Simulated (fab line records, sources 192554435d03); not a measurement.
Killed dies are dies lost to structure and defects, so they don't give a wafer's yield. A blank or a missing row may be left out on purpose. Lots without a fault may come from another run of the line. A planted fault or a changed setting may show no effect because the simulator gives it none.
Which tool did it? | flow n5_finfet | 12 lots, 36 wafers sampled, at 2 steps of a route of 1938

WHAT THE GAUGES READ, wafer by wafer
N5_SDB_THK_MEAS_31.
lot  | measured     | on            | SDB_THK (nm)
L075 | day 4 02:13  | film_metro-02 | 62.8 65.8 64.5
L077 | day 4 14:21  | film_metro-02 | 63.6 64.4 64.6
L079 | day 5 04:41  | film_metro-01 | 64.5 65.5 65.3
L081 | day 5 17:44  | film_metro-02 | 64.6 64.8 64.9
L083 | day 6 06:49  | film_metro-02 | 63.8 64.3 63.6
L085 | day 6 16:54  | film_metro-02 | 66.1 64.7 65.1
L087 | day 7 07:45  | film_metro-02 | 63.8 63.8 63.7
L089 | day 7 21:38  | film_metro-01 | 65.7 65.2 62.8
L091 | day 8 06:56  | film_metro-02 | 64.4 65.8 65.3
L093 | day 8 17:59  | film_metro-02 | 63.4 64.5 63.8
L095 | day 9 08:07  | film_metro-01 | 64.6 64.9 63.8
L097 | day 10 01:44 | film_metro-01 | 63.3 65.7 64.7

WHICH TOOL RAN EACH LOT (tool, then ch and the chambers of the sampled wafers, then the start)
lot  | N5_SDB_CMP_30
L075 | cmp-03 ch 0,3, day 4 01:58
L077 | cmp-03 ch 0,1, day 4 14:03
L079 | cmp-04 ch 0,1, day 5 04:23
L081 | cmp-04 ch 0,2,3, day 5 17:29
L083 | cmp-01 ch 1,2, day 6 06:34
L085 | cmp-03 ch 1,3, day 6 16:38
L087 | cmp-03 ch 1,2, day 7 07:29
L089 | cmp-04 ch 0,1, day 7 21:21
L091 | cmp-04 ch 0,2,3, day 8 06:41
L093 | cmp-01 ch 0,1,2, day 8 17:46
L095 | cmp-04 ch 1,2,3, day 9 07:49
L097 | cmp-01 ch 0,2, day 10 01:27
- N5_SDB_CMP_30: polishes, stops on poly-Si, t overpolish 1.54 s, target thk 30 nm.

THE ANSWER, worked out from the rows above alone
Rule: what is usual is taken from the lots themselves. Put in order of their means at a reading, lots are off if they are a third of the lots or fewer, leave a main group of 4 or more, and stand apart from it by a gap of 3 or more times the standard deviation of the main group's means; of several such gaps the widest counts. A main group whose means are all the same, to the digits that the tables above print for the reading, isn't used. A lot without any number at a reading at which 4 lots or more have one is off too. The other lots that the step has rows for count as sound.
No lot is off at any reading shown: from this, nothing can be told.

WHAT THE SIMULATOR HAD PUT IN
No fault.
